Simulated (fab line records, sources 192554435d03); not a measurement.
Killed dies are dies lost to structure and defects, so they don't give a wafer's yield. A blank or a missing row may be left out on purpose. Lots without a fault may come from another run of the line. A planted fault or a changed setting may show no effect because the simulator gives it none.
Which tool did it? | flow n5_finfet | 6 lots, 18 wafers sampled, at 4 steps of a route of 1938

WHAT THE GAUGES READ, wafer by wafer
N5_BEOL_M9_OVL_MEAS_12.
lot  | measured     | on         | M9_OVL (nm)
L637 | day 10 07:18 | overlay-02 | 0.5 1.5 1.2
L639 | day 10 16:14 | overlay-02 | 0.4 0.9 1.4
L641 | day 11 05:25 | overlay-01 | -0.1 0.2 0.1
L643 | day 11 15:10 | overlay-01 | -0.2 -0.6 0.3
L644 | day 11 23:13 | overlay-01 | 0.6 1.0 0.7
L654 | day 14 05:22 | overlay-01 | 0.1 0.6 -1.1

WHICH TOOL RAN EACH LOT (tool, then ch and the chambers of the sampled wafers, then the start)
lot  | N5_BEOL_M8_SURFACE_TREAT_79  | N5_BEOL_M8_CMP_52             | N5_BEOL_M9_COAT_59
L637 | pvd_sputter-03, day 10 02:34 | cmp-03 ch 0,1,2, day 10 03:20 | litho_track-04 ch 0, day 10 07:02
L639 | pvd_sputter-03, day 10 12:40 | cmp-04 ch 0,2,3, day 10 13:38 | litho_track-03 ch 0, day 10 15:50
L641 | pvd_sputter-01, day 11 01:39 | cmp-03 ch 0,2,3, day 11 02:27 | litho_track-03 ch 0, day 11 05:08
L643 | pvd_sputter-01, day 11 12:35 | cmp-04 ch 1,2,3, day 11 13:28 | litho_track-02 ch 0, day 11 14:46
L644 | pvd_sputter-01, day 11 19:55 | cmp-04 ch 1,2, day 11 21:00   | litho_track-04 ch 0, day 11 22:49
L654 | pvd_sputter-02, day 14 02:10 | cmp-02 ch 2,3, day 14 02:58   | litho_track-03 ch 0, day 14 04:58
- N5_BEOL_M8_SURFACE_TREAT_79
- N5_BEOL_M8_CMP_52: polishes, stops on SiCOH lowk, t overpolish 6.9 s, target thk 80 nm.
- N5_BEOL_M9_COAT_59: time 60 s, resist thk 100 nm.

THE ANSWER, worked out from the rows above alone
Rule: what is usual is taken from the lots themselves. Put in order of their means at a reading, lots are off if they are a third of the lots or fewer, leave a main group of 4 or more, and stand apart from it by a gap of 3 or more times the standard deviation of the main group's means; of several such gaps the widest counts. A main group whose means are all the same, to the digits that the tables above print for the reading, isn't used. A lot without any number at a reading at which 4 lots or more have one is off too. The other lots that the step has rows for count as sound.
No lot is off at any reading shown: from this, nothing can be told.

WHAT THE SIMULATOR HAD PUT IN
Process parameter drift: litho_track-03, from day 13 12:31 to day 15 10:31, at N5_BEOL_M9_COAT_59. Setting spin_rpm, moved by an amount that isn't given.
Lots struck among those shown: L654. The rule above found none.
